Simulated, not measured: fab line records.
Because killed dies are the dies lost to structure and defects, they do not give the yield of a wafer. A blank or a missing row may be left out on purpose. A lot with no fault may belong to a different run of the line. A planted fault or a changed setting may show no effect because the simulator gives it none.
fab line records	flow n5_finfet
record: lots: 7	wafers: 19	last_day: 17
route steps=1938 shown BEOL_M11@1568 BEOL_M15@1830 PASSIVATION@1936
lots with no fault: from the same line, run without faults
start_h: the number of hours between the record's first day and the start of the first shown wafer of the lot	wait_h: hours from the lot's prior step to this one	" identical to the entry in the row above	L1.1+2: several wafers, shown together as one row	- either no value or no given start	* or withheld: withheld	< > ~ a bound
route shown NAME@n: NAME is a module with steps in the file, n the number in the route of the first one	usual: mean and standard deviation over wafers with no fault	same: alike in all rows	chamber/n: place in a boat	sites: the reading at each site	_std_site: the values' standard deviation	_edge_site: outer sites' mean less inner sites'	radius_mm: how far each site lies from the wafer's centre	mask NAME#n: copy n	behind: the last tool/chamber to shape the wafer	hold: why the lot went on hold/how many hours it stayed there/how the hold came to an end	device: names the non-switching transistor (n, p or np)	end of line: the route-end tests of the same wafers	a step given without rows: its recipe and nothing more	killed: not the wafer's yield, but the dies lost to structure and defects at the first sort	map: per-die view of a wafer (x killed, . not killed, _ where there is no die)
set.NAME: the setting the step ran with; set.NAME@STEP: the setting that earlier step ran with	model.NAME: the simulator's own value behind a step, which no gauge read
one table for each step of the route and one row for each wafer, over a sample of lots
services: the hour from which a tool's chamber was out of use, counted from the record's first day as start_h (under 0 if before that day), plus the number of hours and why
== steps ==
step: N5_BEOL_M11_CD_MEAS_28
recipe: target_cd_nm: 70	landing_energy_ev: 500	detector: se_inlens	polarity: opening
usual: cd_nm: 70.9/1
lot.wafer	tool	chamber	start_h	wait_h	cd_nm
L489.1	cd_sem-01	0	246.44	-	69.2
L489.3	"	0	"	"	70.2
L489.5	"	0	"	"	70.6
L490.2	cd_sem-01	0	271.97	-	70.0
L490.4	"	0	"	"	69.9
L490.6	"	0	"	"	72.3
L493.2	cd_sem-01	0	280.94	-	71.4
L493.3	"	0	"	"	71.7
L493.6	"	0	"	"	70.7
L494.1	cd_sem-03	0	287.07	-	71.1
L494.6	"	0	"	"	71.6
L502.3	cd_sem-03	0	339.39	-	69.4
L502.5	"	0	"	"	69.6
L502.6	"	0	"	"	69.1
L503.3	cd_sem-01	0	343.16	-	70.9
L503.5	"	0	"	"	72.4
L506.1	cd_sem-02	0	360.01	-	71.7
L506.2	"	0	"	"	70.0
L506.6	"	0	"	"	72.4
step: N5_BEOL_M11_DESCUM_33
recipe: chemistry: O2	time_s: 7.9	source_power_w: 50	bias_power_w: 20	pressure_mtorr: 20	rf_frequency_hz: 2.712e+07	temp_c: 40	resist: CAR-ArF	o2_flow_sccm: 225
usual: drypump_motor_current_A: 5.91/0.28	oes_product_au: 0.77/0.086	rf_vpp_V: 243.1/1.2	showerhead_plenum_p_Torr: 2.09/0.056	throttle_valve_pct: 20.39/0.25
lot.wafer	tool	chamber	start_h	wait_h	drypump_motor_current_A	oes_product_au	rf_hours_counter_h	rf_vpp_V	showerhead_plenum_p_Torr	throttle_valve_pct
L489.1	rie_diel-06	0	246.53	0.0	5.79	0.70	193	244.5	2.19	20.71
L489.3	"	3	"	"	5.77	0.69	233	244.1	2.08	20.85
L489.5	"	3	"	"	5.78	0.69	-	244.7	2.08	20.87
L490.2	rie_diel-06	2	272.44	0.4	6.04	0.69	225	242.4	2.08	20.64
L490.4	"	1	"	"	6.50	0.85	82	244.3	2.11	20.15
L490.6	"	1	"	"	6.49	0.84	-	243.8	2.11	20.15
L493.2	rie_diel-02	3	281.04	0.0	6.15	0.86	41	241.9	2.05	20.18
L493.3	"	2	"	"	5.98	0.71	198	242.8	2.09	20.29
L493.6	"	3	"	"	6.15	0.84	-	242.5	2.05	20.19
L494.1	rie_diel-06	1	287.58	0.5	6.53	0.82	86	244.3	2.11	20.15
L494.6	"	2	"	"	6.01	0.67	-	243.0	2.08	20.66
L502.3	rie_diel-06	0	339.48	0.0	5.78	0.68	222	244.1	2.18	20.73
L502.5	"	0	"	"	5.76	0.68	-	245.2	2.18	20.75
L502.6	"	1	"	"	6.52	0.81	-	243.2	2.10	20.16
L503.3	rie_diel-06	1	343.25	0.0	6.47	0.80	105	242.2	2.11	20.17
L503.5	"	2	"	"	6.05	0.66	-	244.1	2.07	20.67
L506.1	rie_diel-02	3	360.10	0.0	6.15	0.83	65	242.6	2.04	20.23
L506.2	"	1	"	"	6.01	0.78	119	244.9	2.17	20.09
L506.6	"	3	"	"	6.14	0.83	-	241.1	2.04	20.22
step: N5_BEOL_M11_TRENCH_ETCH_37
recipe: chemistry: C4F6/O2	target_depth_a: 1488.3	target: SiCOH_lowk	time_s: 48	ion_energy_ev: 250	pressure_mtorr: 30	source_w: 345	bias_w: 185	Ar_flow_sccm: 300	C4F6_flow_sccm: 10	O2_flow_sccm: 10
usual: drypump_motor_current_A: 5.91/0.28	oes_product_au: 0.77/0.08	rf_vpp_V: 660/26	run_length_s: 71.3/0.32	showerhead_plenum_p_Torr: 2.84/0.07	throttle_valve_pct: 20.88/0.24
lot.wafer	tool	chamber	start_h	wait_h	drypump_motor_current_A	oes_product_au	rf_hours_counter_h	rf_vpp_V	run_length_s	showerhead_plenum_p_Torr	throttle_valve_pct
L489.1	rie_diel-06	0	246.84	-	5.80	0.71	193	666	71.1	2.92	20.89
L489.3	"	3	"	"	5.78	0.69	234	653	71.1	2.83	21.31
L489.5	"	3	"	"	5.78	0.68	-	652	71.0	2.83	21.33
L490.2	rie_diel-06	2	272.76	-	6.04	0.69	226	655	71.2	2.77	20.80
L490.4	"	1	"	"	6.47	0.81	82	694	71.5	2.91	20.81
L490.6	"	1	"	"	6.52	0.81	-	695	71.8	2.91	20.82
L493.2	rie_diel-02	3	281.35	-	6.14	0.85	41	621	70.8	2.80	20.75
L493.3	"	2	"	"	5.92	0.72	199	637	72.2	2.85	20.84
L493.6	"	3	"	"	6.14	0.85	-	619	71.2	2.80	20.75
L494.1	rie_diel-06	1	287.89	-	6.51	0.81	86	693	71.1	2.91	20.82
L494.6	"	2	"	"	6.05	0.70	-	655	70.8	2.77	20.82
L502.3	rie_diel-06	0	339.79	-	5.77	0.69	223	667	70.7	2.91	20.94
L502.5	"	0	"	"	5.80	0.68	-	666	58.9	2.91	20.95
L502.6	"	1	"	"	6.50	0.79	-	693	71.5	2.90	20.83
L503.3	rie_diel-06	1	343.56	-	6.50	0.79	105	691	71.2	2.90	20.84
L503.5	"	2	"	"	6.03	0.68	-	657	59.1	2.76	20.86
L506.1	rie_diel-02	3	360.41	-	6.14	0.82	66	621	71.2	2.78	20.80
L506.2	"	1	"	"	5.96	0.79	119	685	71.3	2.97	20.75
L506.6	"	3	"	"	6.16	0.83	-	620	71.6	2.78	20.80
step: N5_BEOL_M11_OCD_MEAS_38
usual: trench_depth_nm: 149/3.2
lot.wafer	tool	chamber	start_h	wait_h	trench_depth_nm
L489.1	ocd-02	-	247.02	-	149
L489.3	"	-	"	"	144
L489.5	"	-	"	"	141
L490.2	ocd-02	-	272.95	-	152
L490.4	"	-	"	"	147
L490.6	"	-	"	"	147
L493.2	ocd-01	-	281.53	-	150
L493.3	"	-	"	"	147
L493.6	"	-	"	"	150
L494.1	ocd-01	-	288.08	-	145
L494.6	"	-	"	"	152
L502.3	ocd-01	-	339.97	-	146
L502.5	"	-	"	"	110
L502.6	"	-	"	"	145
L503.3	ocd-02	-	343.75	-	145
L503.5	"	-	"	"	113
L506.1	ocd-02	-	360.59	-	151
L506.2	"	-	"	"	153
L506.6	"	-	"	"	152
step: N5_BEOL_M11_CURE_72
recipe: temp_c: 370	time_s: 120	ambient: DMADMS/He	material: SiCOH_lowk
usual: lamp_power_pct: 52.31/0.054	wafer_temp_C_max: 371.5/0.64
lot.wafer	tool	chamber	start_h	wait_h	lamp_power_pct	wafer_temp_C_max
L489.1	uv_cure-03	2	247.22	0.0	52.32	372.0
L489.3	"	2	"	"	52.31	371.4
L489.5	"	2	"	"	52.36	371.3
L490.2	uv_cure-02	0	273.53	0.4	52.30	371.3
L490.4	"	0	"	"	52.27	370.9
L490.6	"	0	"	"	52.30	371.4
L493.2	uv_cure-02	1	281.83	0.1	52.33	371.7
L493.3	"	1	"	"	52.31	371.2
L493.6	"	1	"	"	52.30	371.4
L494.1	uv_cure-02	2	288.30	0.0	52.34	371.3
L494.6	"	2	"	"	52.23	372.2
L502.3	uv_cure-03	2	341.09	1.0	52.30	371.2
L502.5	"	2	"	"	52.37	371.6
L502.6	"	2	"	"	52.26	371.2
L503.3	uv_cure-03	1	344.04	0.1	52.37	370.9
L503.5	"	1	"	"	52.30	371.4
L506.1	uv_cure-01	0	360.88	0.0	52.32	372.1
L506.2	"	0	"	"	52.24	372.7
L506.6	"	0	"	"	52.25	371.8
step: N5_BEOL_M11_THK_MEAS_53
recipe: thk_meas_gauge: xrf	reads: Cu_of_BEOL_M11_ECD_50
usual: M11_THK: 142/3.5
lot.wafer	tool	chamber	start_h	wait_h	M11_THK[nm]
L489.1	film_metro-01	-	249.15	-	141
L489.3	"	-	"	"	136
L489.5	"	-	"	"	131
L490.2	film_metro-01	-	276.12	-	145
L490.4	"	-	"	"	139
L490.6	"	-	"	"	139
L493.2	film_metro-01	-	284.01	-	144
L493.3	"	-	"	"	140
L493.6	"	-	"	"	141
L494.1	film_metro-01	-	291.04	-	139
L494.6	"	-	"	"	145
L502.3	film_metro-01	-	344.56	-	140
L502.5	"	-	"	"	101
L502.6	"	-	"	"	136
L503.3	film_metro-01	-	346.47	-	141
L503.5	"	-	"	"	106
L506.1	film_metro-02	-	363.34	-	140
L506.2	"	-	"	"	148
L506.6	"	-	"	"	142
step: N5_BEOL_M11_RS_MEAS_57
recipe: thk_meas_gauge: four-point-probe	reads: Cu_of_BEOL_M11_ECD_50+Co_of_BEOL_M11_CVD_75+TaN_of_BEOL_M11_ALD_74
usual: M11_RS: 0.150/0.0041
lot.wafer	tool	chamber	start_h	wait_h	M11_RS[ohm/sq]
L489.1	film_metro-01	-	249.28	0.0	0.149
L489.3	"	-	"	"	0.155
L489.5	"	-	"	"	0.163
L490.2	film_metro-01	-	276.24	0.0	0.147
L490.4	"	-	"	"	0.153
L490.6	"	-	"	"	0.153
L493.2	film_metro-01	-	284.14	0.0	0.148
L493.3	"	-	"	"	0.154
L493.6	"	-	"	"	0.150
L494.1	film_metro-01	-	291.16	0.0	0.153
L494.6	"	-	"	"	0.146
L502.3	film_metro-01	-	344.69	0.0	0.151
L502.5	"	-	"	"	0.218
L502.6	"	-	"	"	0.156
L503.3	film_metro-01	-	346.60	0.0	0.153
L503.5	"	-	"	"	0.210
L506.1	film_metro-01	-	363.47	0.0	0.151
L506.2	"	-	"	"	0.141
L506.6	"	-	"	"	0.149
step: N5_BEOL_M15_RC_MEAS_101
usual: etest_temp_c: 25.00/0.11	COMB_M10: 1.5e-11/3.5e-12	COMB_M12: 6.1e-12/1.3e-12	COMB_M13: 4.9e-12/1.2e-12	COMB_M14: 3.8e-12/8.8e-13	COMB_M15: 2.6e-12/7.2e-13	COMB_M5: 3.7e-11/8e-12	COMB_M6: 2.6e-11/5.5e-12	COMB_M7: 2.5e-11/5.9e-12	COMB_M8: 2.6e-11/4.9e-12	COMB_M9: 1.5e-11/3.3e-12	SERP_M10: 3.07/0.11	SERP_M11: 3.08/0.092	SERP_M11_max_site: 3.17/0.11	SERP_M12: 0.632/0.019	SERP_M13: 0.307/0.0095	SERP_M14: 0.162/0.004	SERP_M5: 38.4/1.9	SERP_M6: 13.8/0.65	SERP_M7: 13.7/0.68	SERP_M8: 13.6/0.69	SERP_M9: 3.07/0.12
lot.wafer	tool	chamber	start_h	wait_h	etest_temp_c	COMB_M10[S/m]	COMB_M12[S/m]	COMB_M13[S/m]	COMB_M14[S/m]	COMB_M15[S/m]	COMB_M5[S/m]	COMB_M6[S/m]	COMB_M7[S/m]	COMB_M8[S/m]	COMB_M9[S/m]	SERP_M10[ohm/um]	SERP_M11[ohm/um]	SERP_M11_max_site[ohm/um]	SERP_M12[ohm/um]	SERP_M13[ohm/um]	SERP_M14[ohm/um]	SERP_M5[ohm/um]	SERP_M6[ohm/um]	SERP_M7[ohm/um]	SERP_M8[ohm/um]	SERP_M9[ohm/um]
L489.1	prober-01	0	277.85	0.0	24.94	1.3e-11	5.8e-12	2.7e-12	2.8e-12	2.3e-12	3.4e-11	2.4e-11	2.5e-11	2.7e-11	1.2e-11	3.00	3.00	3.04	0.642	0.294	0.164	37.6	13.4	13.3	12.3	2.95
L489.3	"	0	"	"	25.01	2.2e-11	4.9e-12	2.8e-12	2.9e-12	2.2e-12	2.9e-11	2.4e-11	3.8e-11	4.2e-11	1.1e-11	2.96	3.15	3.22	0.677	0.307	0.161	40.0	13.5	13.9	12.4	3.24
L489.5	"	0	"	"	24.96	1.1e-11	5.1e-12	2.7e-12	4.3e-12	2.2e-12	4.6e-11	2.5e-11	2.4e-11	4.3e-11	1.5e-11	3.07	3.36	3.47	0.672	0.298	0.163	36.4	14.0	13.3	13.4	3.09
L490.2	prober-02	0	301.05	0.2	24.96	1.6e-11	4.9e-12	6.5e-12	3.6e-12	3.2e-12	3.3e-11	2.5e-11	1.9e-11	2.4e-11	2.3e-11	3.10	3.07	3.10	0.620	0.306	0.166	38.3	14.0	13.7	14.4	3.17
L490.4	"	0	"	"	24.89	1.5e-11	9.1e-12	5.7e-12	3.2e-12	2.5e-12	4.7e-11	1.9e-11	3.8e-11	2.4e-11	1.8e-11	2.97	3.07	3.26	0.660	0.323	0.171	40.6	14.2	14.9	14.0	3.03
L490.6	"	0	"	"	25.09	2.1e-11	6e-12	5e-12	4.3e-12	2.6e-12	4.4e-11	3.7e-11	2e-11	1.8e-11	2.6e-11	3.07	3.14	3.19	0.647	0.315	0.163	41.5	13.6	14.0	13.1	3.12
L493.2	prober-01	0	306.25	0.2	24.97	1.3e-11	6e-12	5e-12	2.7e-12	2.5e-12	2.8e-11	2.6e-11	2.4e-11	2.7e-11	1.4e-11	3.02	2.92	3.07	0.668	0.319	0.158	41.5	13.8	13.0	13.5	3.01
L493.3	"	0	"	"	24.95	2.2e-11	4.6e-12	3.7e-12	4.6e-12	2.8e-12	2.8e-11	2e-11	2.2e-11	2.6e-11	2e-11	3.16	3.17	3.21	0.636	0.306	0.167	42.3	13.5	12.8	12.9	2.93
L493.6	"	0	"	"	24.98	1e-11	5.8e-12	3.3e-12	2.4e-12	1.6e-12	3.4e-11	2e-11	2.8e-11	2e-11	1.9e-11	3.05	3.05	3.11	0.629	0.318	0.163	39.2	13.8	13.9	14.7	2.95
L494.1	prober-01	0	317.33	0.0	25.17	1.3e-11	5.7e-12	4e-12	3.4e-12	1.2e-12	4.7e-11	2.3e-11	3.3e-11	3.8e-11	1.5e-11	3.17	3.12	3.21	0.648	0.297	0.157	36.2	13.6	13.7	14.0	3.09
L494.6	"	0	"	"	25.07	1.5e-11	5e-12	5.7e-12	4.8e-12	1.9e-12	4.1e-11	1.8e-11	1.8e-11	3e-11	1.2e-11	3.15	2.93	2.99	0.653	0.305	0.166	39.4	14.1	13.1	13.8	3.08
L503.3	prober-01	0	373.13	0.3	24.92	1.2e-11	3.8e-12	4.2e-12	3.3e-12	1.6e-12	3.2e-11	2.4e-11	2.6e-11	2.5e-11	1e-11	3.07	3.02	3.12	0.611	0.308	0.162	40.5	13.9	13.3	14.0	3.10
L503.5	"	0	"	"	24.90	1.3e-11	6e-12	3.4e-12	4.4e-12	2.7e-12	4.6e-11	4.3e-11	1.5e-11	2.2e-11	1.4e-11	3.08	4.35	4.39	0.632	0.294	0.158	35.3	12.7	14.6	13.9	3.14
L502.3	prober-02	0	378.18	0.3	24.92	1.6e-11	7.2e-12	4.7e-12	4.4e-12	2.5e-12	4e-11	2.5e-11	2.8e-11	2.1e-11	1.3e-11	3.01	3.12	3.20	0.622	0.294	0.160	39.7	13.8	13.5	13.8	3.07
L502.5	"	0	"	"	24.94	1.2e-11	5.6e-12	6e-12	4.1e-12	3.4e-12	3.4e-11	3e-11	1.7e-11	2.7e-11	1.3e-11	3.24	4.50	4.62	0.637	0.315	0.159	37.4	13.1	13.9	13.1	3.12
L502.6	"	0	"	"	24.94	1.6e-11	7e-12	5.5e-12	3.8e-12	2.7e-12	3.3e-11	1.9e-11	2.9e-11	3e-11	1.2e-11	3.04	3.12	3.46	0.661	0.326	0.161	39.3	13.7	13.2	13.2	3.13
L506.1	prober-02	0	390.93	0.0	24.91	1.3e-11	5.8e-12	5.6e-12	3.8e-12	3e-12	4.1e-11	3.6e-11	3.8e-11	2.5e-11	1.3e-11	3.17	3.14	3.26	0.637	0.307	0.165	35.2	13.6	13.6	12.5	2.90
L506.2	"	0	"	"	25.10	1.1e-11	9.1e-12	4.7e-12	3.8e-12	3.1e-12	4.5e-11	2.8e-11	2.9e-11	3.2e-11	1.8e-11	2.97	2.92	3.01	0.610	0.304	0.152	40.2	12.7	13.3	14.3	3.14
L506.6	"	0	"	"	25.10	1.3e-11	7.2e-12	7e-12	3.6e-12	3.8e-12	5.3e-11	3.4e-11	2.8e-11	3.4e-11	1.4e-11	3.10	3.10	3.15	0.602	0.304	0.170	38.3	13.1	13.8	13.1	2.99
sites SERP_M11 radius_mm=0,75,75,75,75,140,140,140,140
L489.1 3.04 3.00 3.02 3.02 2.99 2.94 2.92 3.00 2.91
L490.2 3.10 3.08 3.07 3.07 3.07 2.87 2.90 2.91 2.87
L493.2 2.82 2.91 2.91 2.92 2.87 3.07 3.05 3.07 3.07
L494.1 3.07 3.11 3.15 3.12 3.08 3.09 3.21 3.17 3.14
L503.3 3.02 2.98 3.06 3.00 2.96 3.02 3.12 3.09 3.07
L502.3 3.20 3.16 3.13 3.16 3.12 3.11 3.06 3.09 3.09
L506.1 3.09 3.18 3.14 3.14 3.15 3.26 3.16 3.14 3.12
step: N5_PASSIVATION_PROBE_49
usual: defect_limited_yield: 91.1/1.5	killed_at_M0_to_M3: 35/11	killed_at_M4_up: 13/5.7	killed_at_contacts: 12/5.7	killed_at_front_end: 40/11	killed_at_other: 4/4.4	killed_dies: 105/18	killed_open: 68/14	killed_short: 34/7.4	sort_bin_5_function: 5.2/1	sort_bin_6_memory: 3.3/0.67	sort_bin_8_speed: 0.04/0.29	sort_n_pass: 1074/18
same: gross_dies: 1180	killed_at_back_side: 0	sort_bin_4_leakage[%]: 0
lot.wafer	tool	chamber	start_h	wait_h	defect_limited_yield[%]	killed_at_M0_to_M3	killed_at_M4_up	killed_at_contacts	killed_at_front_end	killed_at_other	killed_dies	killed_open	killed_short	sort_bin_5_function[%]	sort_bin_6_memory[%]	sort_bin_8_speed[%]	sort_n_pass
L489.1	prober-01	-	291.32	0.0	91.9	39	10	14	20	12	95	57	37	4.9	2.7	0.08	1084
L489.3	prober-01	-	291.42	0.1	89.5	31	26	16	45	6	124	84	39	6.2	4.0	0	1056
L489.5	prober-01	-	291.52	0.2	89.8	37	21	18	37	7	120	85	29	5.9	3.9	0	1060
L490.2	prober-01	-	313.18	0.1	89.6	40	11	16	55	1	123	84	31	6.1	3.5	0	1057
L490.4	prober-01	-	313.28	0.2	90.4	31	21	8	51	2	113	82	29	6.2	2.9	0	1067
L490.6	prober-01	-	313.38	0.3	90.3	47	6	5	53	3	114	58	51	5.3	3.8	0	1066
L493.2	prober-01	-	320.56	0.1	91.4	30	9	13	48	2	102	72	28	5.7	2.8	0	1078
L493.3	prober-01	-	320.61	0.1	91.2	26	10	5	62	1	104	77	26	4.8	3.5	0	1076
L493.6	prober-01	-	320.76	0.3	92.9	28	11	10	35	0	84	63	20	4.2	2.6	0	1096
L494.1	prober-02	-	332.75	0.0	94.9	16	9	3	27	5	60	38	22	2.7	2.2	0.08	1119
L494.6	prober-02	-	333.00	0.3	94.2	11	15	12	30	1	69	46	22	3.1	2.6	0	1111
L503.3	prober-01	-	390.84	0.1	85.8	75	10	22	59	1	167	122	44	8.2	5.8	0	1013
L503.5	prober-01	-	390.94	0.2	91.3	34	13	17	39	0	103	64	33	4.7	3.1	0.17	1077
L502.3	prober-01	-	391.98	0.1	87.1	42	18	14	31	47	152	66	38	10.1	2.6	0	1028
L502.5	prober-01	-	392.08	0.2	89.7	43	12	18	20	29	122	59	36	7.1	2.8	0	1058
L502.6	prober-01	-	392.13	0.3	90.2	47	13	9	29	18	116	61	35	6.4	3.1	0	1064
L506.1	prober-02	-	405.36	0.0	91.3	26	10	12	49	6	103	61	31	4.7	3.1	0	1077
L506.2	prober-02	-	405.41	0.1	92.5	41	5	16	27	0	89	68	21	4.5	3.0	0	1091
L506.6	prober-02	-	405.61	0.3	90.4	32	9	21	47	4	113	68	39	4.8	4.1	0	1067
killed by level:class
L489.1 BEOL_M0_SAQP:geometric_particle:short=12 MOL_CONTACT_COAG:geometric_particle:open=11 BEOL_M0_SAQP:geometric_particle:open=9 BEOL_M1:geometric_particle:open=8 STI_FIN_REVEAL:geometric_particle:open=5 PASS1_CAP:geometric_particle:short=3 DUMMY_GATE:geometric_particle:open=3 MOL_CONTACT_COAG:geometric_particle:short=3
L489.3 DUMMY_GATE:geometric_particle:open=10 MOL_CONTACT_COAG:geometric_particle:open=10 BEOL_M4:geometric_particle:open=10 FIN_SAQP:geometric_particle:open=7 BEOL_M3:geometric_particle:open=7 BEOL_M8:geometric_particle:open=7 FIN_SAQP:geometric_particle:short=6 STARTING-WAFER:geometric_particle:open=6
L489.5 MOL_CONTACT_COAG:geometric_particle:open=16 BEOL_M3:geometric_particle:open=10 BEOL_M1:geometric_particle:open=9 BEOL_M4:geometric_particle:open=9 FIN_SAQP:geometric_particle:open=4 DUMMY_GATE:geometric_particle:open=4 BEOL_M0_SAQP:geometric_particle:short=4 STARTING-WAFER:geometric_particle:open=4
L490.2 MOL_CONTACT_COAG:geometric_particle:open=16 FIN_SAQP:geometric_particle:open=14 STI_FIN_REVEAL:geometric_particle:open=11 BEOL_M3:geometric_particle:open=10 BEOL_M0_SAQP:geometric_particle:open=10 BEOL_M0_SAQP:geometric_particle:short=6 HKMG_FIN:area_etch=6 GATE_CUT:geometric_particle:open=5
L490.4 FIN_SAQP:geometric_particle:open=14 BEOL_M4:geometric_particle:open=10 BEOL_M3:geometric_particle:open=9 STI_FIN_REVEAL:geometric_particle:open=8 BEOL_M2:geometric_particle:open=7 FIN_SAQP:geometric_particle:short=6 STARTING-WAFER:geometric_particle:open=6 MOL_CONTACT_COAG:geometric_particle:open=5
L490.6 FIN_SAQP:geometric_particle:short=19 BEOL_M0_SAQP:geometric_particle:short=8 BEOL_M0_SAQP:geometric_particle:open=8 BEOL_M3:geometric_particle:open=8 BEOL_M1:geometric_particle:open=7 FIN_SAQP:geometric_particle:open=7 DUMMY_GATE:geometric_particle:open=4 GATE_CUT:geometric_particle:short=4
L493.2 STI_FIN_REVEAL:geometric_particle:open=22 MOL_CONTACT_COAG:geometric_particle:open=11 BEOL_M0_SAQP:geometric_particle:short=8 BEOL_M0_SAQP:geometric_particle:open=6 BEOL_M1:geometric_particle:open=6 DUMMY_GATE:geometric_particle:open=5 BEOL_M2:geometric_particle:open=5 FIN_SAQP:geometric_particle:open=4
L493.3 STI_FIN_REVEAL:geometric_particle:open=31 FIN_SAQP:geometric_particle:open=11 STI_FIN_REVEAL:geometric_particle:short=7 BEOL_M0_SAQP:geometric_particle:short=7 BEOL_M0_SAQP:geometric_particle:open=5 BEOL_M1:geometric_particle:open=5 DUMMY_GATE:geometric_particle:open=4 FIN_CUT:geometric_particle:short=3
L493.6 STI_FIN_REVEAL:geometric_particle:open=10 MOL_CONTACT_COAG:geometric_particle:open=9 BEOL_M2:geometric_particle:open=9 BEOL_M0_SAQP:geometric_particle:short=8 DUMMY_GATE:geometric_particle:open=7 BEOL_M0_SAQP:geometric_particle:open=6 BEOL_M5:geometric_particle:open=4 STARTING-WAFER:geometric_particle:open=4
L494.1 BEOL_M1:geometric_particle:open=8 FIN_SAQP:geometric_particle:short=7 FIN_SAQP:geometric_particle:open=5 BEOL_M4:geometric_particle:open=4 BEOL_M0_SAQP:geometric_particle:short=3 BEOL_M0_SAQP:geometric_particle:open=3 STARTING-WAFER:geometric_particle:open=3 STI_FIN_REVEAL:geometric_particle:open=2
L494.6 MOL_CONTACT_COAG:geometric_particle:open=10 BEOL_M4:geometric_particle:open=9 STI_FIN_REVEAL:geometric_particle:open=8 FIN_SAQP:geometric_particle:short=7 BEOL_M0_SAQP:geometric_particle:open=4 FIN_SAQP:geometric_particle:open=3 STI_FIN_REVEAL:geometric_particle:short=3 BEOL_M2:geometric_particle:open=3
L503.3 BEOL_M0_SAQP:geometric_particle:open=27 MOL_CONTACT_COAG:geometric_particle:open=19 STI_FIN_REVEAL:geometric_particle:open=14 FIN_SAQP:geometric_particle:short=13 BEOL_M0_SAQP:geometric_particle:short=13 BEOL_M1:geometric_particle:open=13 DUMMY_GATE:geometric_particle:open=9 BEOL_M0:geometric_particle:open=9
L503.5 BEOL_M1:geometric_particle:open=11 FIN_SAQP:geometric_particle:short=9 MOL_CONTACT_COAG:geometric_particle:open=9 MOL_CONTACT_COAG:geometric_particle:short=8 STI_FIN_REVEAL:geometric_particle:open=7 BEOL_M3:geometric_particle:open=6 BEOL_M0_SAQP:geometric_particle:short=5 FIN_SAQP:geometric_particle:open=4
L502.3 MIM_TOP_ETCH:area_etch=47 MOL_CONTACT_COAG:geometric_particle:open=10 BEOL_M1:geometric_particle:open=9 BEOL_M0_SAQP:geometric_particle:open=8 BEOL_M3:geometric_particle:open=7 BEOL_M0_SAQP:geometric_particle:short=6 BEOL_M4:geometric_particle:open=6 BEOL_M2:geometric_particle:open=6
L502.5 MIM_TOP_ETCH:area_etch=27 MOL_CONTACT_COAG:geometric_particle:open=15 BEOL_M0_SAQP:geometric_particle:short=12 BEOL_M2:geometric_particle:open=9 BEOL_M0_SAQP:geometric_particle:open=8 BEOL_M1:geometric_particle:open=5 BEOL_M4:geometric_particle:short=4 FIN_SAQP:geometric_particle:short=3
L502.6 MIM_TOP_ETCH:area_etch=17 BEOL_M3:geometric_particle:open=16 BEOL_M0_SAQP:geometric_particle:open=9 MOL_CONTACT_COAG:geometric_particle:open=8 BEOL_M4:geometric_particle:short=8 BEOL_M0_SAQP:geometric_particle:short=7 STI_FIN_REVEAL:geometric_particle:open=6 BEOL_M1:geometric_particle:short=6
L506.1 BEOL_M3:geometric_particle:open=13 STI_FIN_REVEAL:geometric_particle:open=12 FIN_SAQP:geometric_particle:open=8 FIN_SAQP:geometric_particle:short=8 MOL_CONTACT_COAG:geometric_particle:open=8 HKMG_FIN:area_etch=8 BEOL_M2:geometric_particle:open=5 GATE_CUT:geometric_particle:short=4
L506.2 BEOL_M3:geometric_particle:open=17 MOL_CONTACT_COAG:geometric_particle:open=10 FIN_SAQP:geometric_particle:open=8 MOL_CONTACT_COAG:geometric_particle:short=6 BEOL_M1:geometric_particle:open=6 STI_FIN_REVEAL:geometric_particle:open=5 BEOL_M2:geometric_particle:open=5 BEOL_M3:geometric_particle:short=5
L506.6 MOL_CONTACT_COAG:geometric_particle:open=14 BEOL_M3:geometric_particle:open=11 FIN_SAQP:geometric_particle:open=7 MOL_CONTACT_COAG:geometric_particle:short=7 BEOL_M2:geometric_particle:open=7 GATE_CUT:geometric_particle:short=6 GATE_CUT:geometric_particle:open=6 BEOL_M1:geometric_particle:open=6
== services ==
tool	chamber	start_h	hours	kind
rie_diel-02	3	229.20	1.3	repair
uv_cure-02	-	236.62	2.6	repair
uv_cure-03	-	240.20	2.1	pm
uv_cure-01	-	245.37	5.4	repair
uv_cure-03	-	270.87	6.0	pm
uv_cure-01	-	294.39	2.1	pm
rie_diel-06	3	300.38	-	clean
rie_diel-06	3	300.38	-	consumable_replace:focus_ring
rie_diel-06	3	300.38	24.3	scheduled_down
rie_diel-06	3	300.38	24.3	vent_cycle
uv_cure-02	-	310.58	0.2	repair
uv_cure-02	-	339.56	7.5	pm
rie_diel-02	2	343.65	3.2	repair
rie_diel-06	2	347.95	-	clean
rie_diel-06	2	347.95	-	consumable_replace:focus_ring
rie_diel-06	2	347.95	19.7	scheduled_down
rie_diel-06	2	347.95	19.7	vent_cycle
== key ==
first_sign: step: N5_BEOL_M11_TRENCH_ETCH_37	reading: run_length_s	direction: down	sigmas: 39	usual: *	struck: *
effect: step: N5_BEOL_M11_OCD_MEAS_38	reading: trench_depth_nm	direction: down	sigmas: 12	usual: 149	struck: 111
effect: step: N5_BEOL_M11_THK_MEAS_53	reading: M11_THK	direction: down	sigmas: 11	usual: 142	struck: 104
effect: step: N5_BEOL_M11_RS_MEAS_57	reading: M11_RS	direction: up	sigmas: 16	usual: 0.150	struck: 0.214
effect: step: N5_BEOL_M15_RC_MEAS_101	reading: SERP_M11	direction: up	sigmas: 15	usual: 3.08	struck: 4.43
met_at N5_BEOL_M11_TRENCH_ETCH_37
struck_lots L502,L503
struck_wafers L502.5,L503.5
baseline_loss: step: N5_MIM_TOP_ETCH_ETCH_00	wafers: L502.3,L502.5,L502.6
not_acting_at N5_BEOL_M11_CD_MEAS_28,N5_BEOL_M11_DESCUM_33,N5_BEOL_M11_CURE_72
onset_between 287.89 339.79
fault: kind: process_parameter_drift	tool: rie_diel-06	chamber: -	onset_h: 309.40	steps: N5_BEOL_M11_TRENCH_ETCH_37	channel: time_s	offset: *	shape: step	end_h: 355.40	scope: struck_wafers_only	acts_in: *	stated: *
baseline_loss: these wafers lose ten dies or more at that step, a loss of the line's own and not of a fault; the sort's usual values leave them out
